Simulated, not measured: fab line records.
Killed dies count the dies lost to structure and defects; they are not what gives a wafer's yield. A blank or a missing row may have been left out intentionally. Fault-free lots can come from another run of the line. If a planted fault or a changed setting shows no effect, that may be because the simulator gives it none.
Chamber matching || flow nand harc || 4 sister chambers for NHARC_A_CHANNEL_FILL_D1_CMP_10 on cmp-04
The step polishes, target thk 150 nm. 4 wafers are shown with their chamber, then 8 later ones without.

== WAFERS PAIRED WITH THEIR CHAMBERS ==
{"wafer": "L082.6", "chamber": 0, "motor current A (A)": 11.7}
{"wafer": "L087.4", "chamber": 2, "motor current A (A)": 11.0}
{"wafer": "L087.5", "chamber": 3, "motor current A (A)": 9.6}
{"wafer": "L088.1", "chamber": 1, "motor current A (A)": 13.2}

== WAFERS MISSING THEIR CHAMBER ==
{"wafer": "L088.2", "motor current A (A)": 10.5}
{"wafer": "L088.6", "motor current A (A)": 10.6}
{"wafer": "L088.3", "motor current A (A)": 12.7}
{"wafer": "L088.4", "motor current A (A)": 11.2}
{"wafer": "L088.5", "motor current A (A)": 13.1}
{"wafer": "L092.2", "motor current A (A)": 14.2}
{"wafer": "L092.3", "motor current A (A)": 10.1}
{"wafer": "L092.6", "motor current A (A)": 9.9}

== WHICH CHAMBER EACH ONE RAN IN ==
{"wafer": "L088.2", "from the rows above": "can't be placed: 2 or 3 or 0", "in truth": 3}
{"wafer": "L088.6", "from the rows above": "can't be placed: 2 or 3 or 0", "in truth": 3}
{"wafer": "L088.3", "from the rows above": "can't be placed: 1 or 0", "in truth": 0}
{"wafer": "L088.4", "from the rows above": "can't be placed: 2 or 0", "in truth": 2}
{"wafer": "L088.5", "from the rows above": 1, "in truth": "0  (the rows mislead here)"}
{"wafer": "L092.2", "from the rows above": 1, "in truth": 1}
{"wafer": "L092.3", "from the rows above": "can't be placed: 3 or 2", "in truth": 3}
{"wafer": "L092.6", "from the rows above": "can't be placed: 3 or 2", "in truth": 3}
1 of 8 placed correctly. From these rows, 6 cannot be placed; in 6 the true chamber is one of the candidates. Wrongly placed: 1.
How it was worked out, from the rows above alone: a wafer's distance from a chamber is the root of the sum, over the readings, of the square of ((its reading less the chamber's mean) divided by the reading's scatter). If the next closest chamber is less than 2 further off than the closest, the wafer can't be placed; otherwise it belongs to the closest. The mean given for a chamber averages the wafers shown for that chamber. The scatter: with one shown wafer a chamber, the root of the mean of the squares of how far each hidden wafer lies from its nearest shown one.
